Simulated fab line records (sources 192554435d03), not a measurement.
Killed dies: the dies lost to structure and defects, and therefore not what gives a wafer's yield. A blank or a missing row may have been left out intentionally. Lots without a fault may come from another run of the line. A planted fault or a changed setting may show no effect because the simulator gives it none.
Split-lot trial -- flow n5Finfet -- 7 lots, 21 wafers read, on a route of 1938 steps

== ABOUT THE SPLIT ==
At N5_GATE_CUT_COAT_27 (time 60 s, resist thk 10 nm), the setting spinRpm was moved away from the recipe's 1500 rpm on 6 of the 21 wafers read, by -6.1% to +9.2%. All remaining wafers had this setting at the recipe value.

== FROM THE SPLIT TO THE READING: what the file shows between them, 3 steps ==
- N5_GATE_CUT_COAT_07: resist thk 30 nm
- N5_GATE_CUT_EBR_09
- N5_GATE_CUT_DESCUM_18: chemistry O2, time 7 s

== THE READING ==
CAR-EUV_of_GATE_CUT_COAT_07.thkNm (the simulator's own value, which no gauge read), in nm, at N5_GATE_CUT_ETCH_28 (etches underlayer in N2/H2, target depth 13 nm, time 10.4 s). There is no usual value for it anywhere in the file. Average 14.7 nm, standard deviation 0.14 nm, over the 15 wafers here run with the recipe.

wafer,"tool, chamber at the split","spinRpm as run, rpm",against the recipe,"CAR-EUV_of_GATE_CUT_COAT_07.thkNm, nm",against lot-mates on the recipe
L075.1,"lithoTrack-05, 0",1500,recipe,14.6,-
L075.3,"lithoTrack-05, 0",1500,recipe,14.6,-
L075.4,"lithoTrack-05, 0",1607,+7.1%,14.8,+0.2
L083.1,"lithoTrack-02, 0",1500,recipe,14.8,-
L083.2,"lithoTrack-02, 0",1500,recipe,14.8,-
L083.6,"lithoTrack-02, 0",1500,recipe,14.8,-
L084.3,"lithoTrack-02, 0",1500,recipe,14.8,-
L084.4,"lithoTrack-02, 0",1500,recipe,14.6,-
L084.6,"lithoTrack-02, 0",1500,recipe,14.8,-
L089.1,"lithoTrack-02, 0",1500,recipe,14.4,-
L089.2,"lithoTrack-02, 0",1500,recipe,14.4,-
L089.4,"lithoTrack-02, 0",1434,-4.4%,14.2,-0.2
L091.4,"lithoTrack-03, 0",1409,-6.1%,14.2,-0.4
L091.5,"lithoTrack-03, 0",1409,-6.1%,14.2,-0.4
L091.6,"lithoTrack-03, 0",1500,recipe,14.6,-
L095.3,"lithoTrack-02, 0",1500,recipe,14.8,-
L095.4,"lithoTrack-02, 0",1500,recipe,14.6,-
L095.5,"lithoTrack-02, 0",1638,+9.2%,15.2,+0.5
L097.2,"lithoTrack-03, 0",1500,recipe,14.6,-
L097.4,"lithoTrack-03, 0",1550,+3.3%,14.8,+0.2
L097.5,"lithoTrack-03, 0",1500,recipe,14.6,-

FIT RESULTS
A straight line over all 21 wafers: CAR-EUV_of_GATE_CUT_COAT_07.thkNm changes by +0.0591 nm for each +1% of spinRpm; r = +0.83; the points scatter about the line by 0.14 nm.
The same after taking each lot's own level away (the mean of its wafers on the recipe; 21 wafers): +0.052 nm for each +1%; r = +0.94; scatter 0.068 nm.
The reading moves by 0.48 nm for the largest change in spinRpm, on that fit.
The lots' own levels span 14.40 to 14.80 nm, that is 2.9 times the standard deviation above.
In other words, the slope is changed by the lot-to-lot level; the two fits disagree.
Check: for one of the wafers moved furthest among these (+9.2%), held out of the fit, the line's prediction against its lot-mates is +0.444 nm. Against them it came out at +0.5 nm.

== OTHER SPLITS APPLIED TO THESE WAFERS ==
These wafers also went through other splits before the reading. Each is held against what the fit with the lots' levels taken away leaves over:
other split on the same wafers,wafers away from the commonest value,r with CAR-EUV_of_GATE_CUT_COAT_07.thkNm (lot level and that fit taken away)
N5_SD_EPI_N_PEB_07 pebTimeS,7,+0.28
N5_SDB_COAT_04 spinRpm,7,+0.04
N5_HKMG_FIN_ETCH_54 sourceW,7,+0.05
N5_HKMG_FIN_ETCH_55 timeS,9,-0.25
N5_GATE_CUT_ETCH_58 biasW,9,-0.14

== THE WHOLE CHAIN: every reading that the file lists as answering this split, in the file's order ==
step,what it does,reading,change (the file's fit),r (the file's)
N5_GATE_CUT_COAT_27,"time 60 s, resist thk 10 nm","underlayer_of_GATE_CUT_COAT_27.thkNm (the simulator's own value, which no gauge read)",-0.0488 nm for each +1% of the setting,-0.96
N5_GATE_CUT_ETCH_28,"etches underlayer in N2/H2, target depth 13 nm, time 10.4 s","etch.depthNm (the simulator's own value, which no gauge read)",-0.0498 nm for each +1% of the setting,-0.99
N5_GATE_CUT_ETCH_28,"etches underlayer in N2/H2, target depth 13 nm, time 10.4 s","CAR-EUV_of_GATE_CUT_COAT_07.thkNm (the simulator's own value, which no gauge read)",+0.0493 nm for each +1% of the setting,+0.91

== FILE'S OWN FIT ==
CAR-EUV_of_GATE_CUT_COAT_07.thkNm changes by +0.0493 nm for each +1% of spinRpm, r = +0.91.
